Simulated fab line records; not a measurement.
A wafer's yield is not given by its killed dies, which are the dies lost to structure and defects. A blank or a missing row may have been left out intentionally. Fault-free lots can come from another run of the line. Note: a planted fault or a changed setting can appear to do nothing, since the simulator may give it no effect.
Matching of chambers || flow n5 finfet || rie diel-03 running N5_MOL_CONTACT_COAG_ETCHBACK_135: 4 sister chambers
The step etches SiO2 in CHF3, target depth 25 nm, time 16.7 s. 18 wafers are shown with their chamber, then 9 later ones without.

== EACH WAFER AND ITS CHAMBER ==
{"wafer": "L074.2", "chamber": 0, "rf vpp V (V)": 535, "showerhead plenum p Torr (Torr)": 2.42, "drypump motor current A (A)": 5.0}
{"wafer": "L074.3", "chamber": 1, "rf vpp V (V)": 519, "showerhead plenum p Torr (Torr)": 2.35, "drypump motor current A (A)": 5.8}
{"wafer": "L074.5", "chamber": 2, "rf vpp V (V)": 526, "showerhead plenum p Torr (Torr)": 2.29, "drypump motor current A (A)": 5.2}
{"wafer": "L076.1", "chamber": 0, "rf vpp V (V)": 534, "showerhead plenum p Torr (Torr)": 2.42, "drypump motor current A (A)": 5.0}
{"wafer": "L076.5", "chamber": 1, "rf vpp V (V)": 518, "showerhead plenum p Torr (Torr)": 2.35, "drypump motor current A (A)": 5.8}
{"wafer": "L076.6", "chamber": 0, "rf vpp V (V)": 535, "showerhead plenum p Torr (Torr)": 2.42, "drypump motor current A (A)": 5.0}
{"wafer": "L079.1", "chamber": 1, "rf vpp V (V)": 519, "showerhead plenum p Torr (Torr)": 2.35, "drypump motor current A (A)": 5.8}
{"wafer": "L079.2", "chamber": 2, "rf vpp V (V)": 528, "showerhead plenum p Torr (Torr)": 2.29, "drypump motor current A (A)": 5.2}
{"wafer": "L079.3", "chamber": 0, "rf vpp V (V)": 534, "showerhead plenum p Torr (Torr)": 2.42, "drypump motor current A (A)": 5.0}
{"wafer": "L084.2", "chamber": 2, "rf vpp V (V)": 528, "showerhead plenum p Torr (Torr)": 2.28, "drypump motor current A (A)": 5.3}
{"wafer": "L084.4", "chamber": 1, "rf vpp V (V)": 518, "showerhead plenum p Torr (Torr)": 2.35, "drypump motor current A (A)": 5.8}
{"wafer": "L084.6", "chamber": 3, "rf vpp V (V)": 555, "showerhead plenum p Torr (Torr)": 2.54, "drypump motor current A (A)": 4.8}
{"wafer": "L085.3", "chamber": 3, "rf vpp V (V)": 556, "showerhead plenum p Torr (Torr)": 2.54, "drypump motor current A (A)": 4.8}
{"wafer": "L085.5", "chamber": 3, "rf vpp V (V)": 554, "showerhead plenum p Torr (Torr)": 2.54, "drypump motor current A (A)": 4.9}
{"wafer": "L085.6", "chamber": 0, "rf vpp V (V)": 534, "showerhead plenum p Torr (Torr)": 2.41, "drypump motor current A (A)": 5.0}
{"wafer": "L094.1", "chamber": 1, "rf vpp V (V)": 517, "showerhead plenum p Torr (Torr)": 2.34, "drypump motor current A (A)": 5.8}
{"wafer": "L094.2", "chamber": 3, "rf vpp V (V)": 556, "showerhead plenum p Torr (Torr)": 2.53, "drypump motor current A (A)": 4.8}
{"wafer": "L094.3", "chamber": 2, "rf vpp V (V)": 528, "showerhead plenum p Torr (Torr)": 2.27, "drypump motor current A (A)": 5.2}

SIGNATURES (means of the wafers above)
{"reading": "rf vpp V", "chamber 0": 534.40, "chamber 1": 518.20, "chamber 2": 527.50, "chamber 3": 555.25, "scatter within a chamber": 0.835}
{"reading": "showerhead plenum p Torr", "chamber 0": 2.4180, "chamber 1": 2.3480, "chamber 2": 2.2825, "chamber 3": 2.5375, "scatter within a chamber": 0.00604}
{"reading": "drypump motor current A", "chamber 0": 5.000, "chamber 1": 5.800, "chamber 2": 5.225, "chamber 3": 4.825, "scatter within a chamber": 0.0327}
Rule: for a wafer and a chamber, the distance is found by dividing, reading by reading, the gap between the wafer's reading and the chamber's mean by the reading's scatter, squaring, summing and taking the root. The wafer belongs to the nearest chamber; if the next one is less than 2 further off, it can't be placed. How the scatter is found: for the shown wafers, subtract from each reading the mean of its chamber, square and add these, divide the total by (wafers less chambers), then take the root.

== WAFERS WHOSE CHAMBER IS MISSING ==
{"wafer": "L094.4", "rf vpp V (V)": 533, "showerhead plenum p Torr (Torr)": 2.41, "drypump motor current A (A)": 5.0}
{"wafer": "L094.5", "rf vpp V (V)": 553, "showerhead plenum p Torr (Torr)": 2.53, "drypump motor current A (A)": 4.9}
{"wafer": "L094.6", "rf vpp V (V)": 527, "showerhead plenum p Torr (Torr)": 2.27, "drypump motor current A (A)": 5.2}
{"wafer": "L096.3", "rf vpp V (V)": 555, "showerhead plenum p Torr (Torr)": 2.53, "drypump motor current A (A)": 4.8}
{"wafer": "L096.5", "rf vpp V (V)": 554, "showerhead plenum p Torr (Torr)": 2.53, "drypump motor current A (A)": 4.8}
{"wafer": "L096.6", "rf vpp V (V)": 526, "showerhead plenum p Torr (Torr)": 2.27, "drypump motor current A (A)": 5.2}
{"wafer": "L097.1", "rf vpp V (V)": 553, "showerhead plenum p Torr (Torr)": 2.53, "drypump motor current A (A)": 4.9}
{"wafer": "L097.3", "rf vpp V (V)": 527, "showerhead plenum p Torr (Torr)": 2.27, "drypump motor current A (A)": 5.3}
{"wafer": "L097.5", "rf vpp V (V)": 525, "showerhead plenum p Torr (Torr)": 2.27, "drypump motor current A (A)": 5.2}

== THE CHAMBER EACH PASSED THROUGH ==
{"wafer": "L094.4", "from the rows above": 0, "in truth": 0}
{"wafer": "L094.5", "from the rows above": 3, "in truth": 3}
{"wafer": "L094.6", "from the rows above": 2, "in truth": 2}
{"wafer": "L096.3", "from the rows above": 3, "in truth": 3}
{"wafer": "L096.5", "from the rows above": 3, "in truth": 3}
{"wafer": "L096.6", "from the rows above": 2, "in truth": 2}
{"wafer": "L097.1", "from the rows above": 3, "in truth": 3}
{"wafer": "L097.3", "from the rows above": 2, "in truth": 2}
{"wafer": "L097.5", "from the rows above": 2, "in truth": 2}
Placed correctly: 9 of 9. Number that these rows cannot place: 0. 0 placed wrongly.
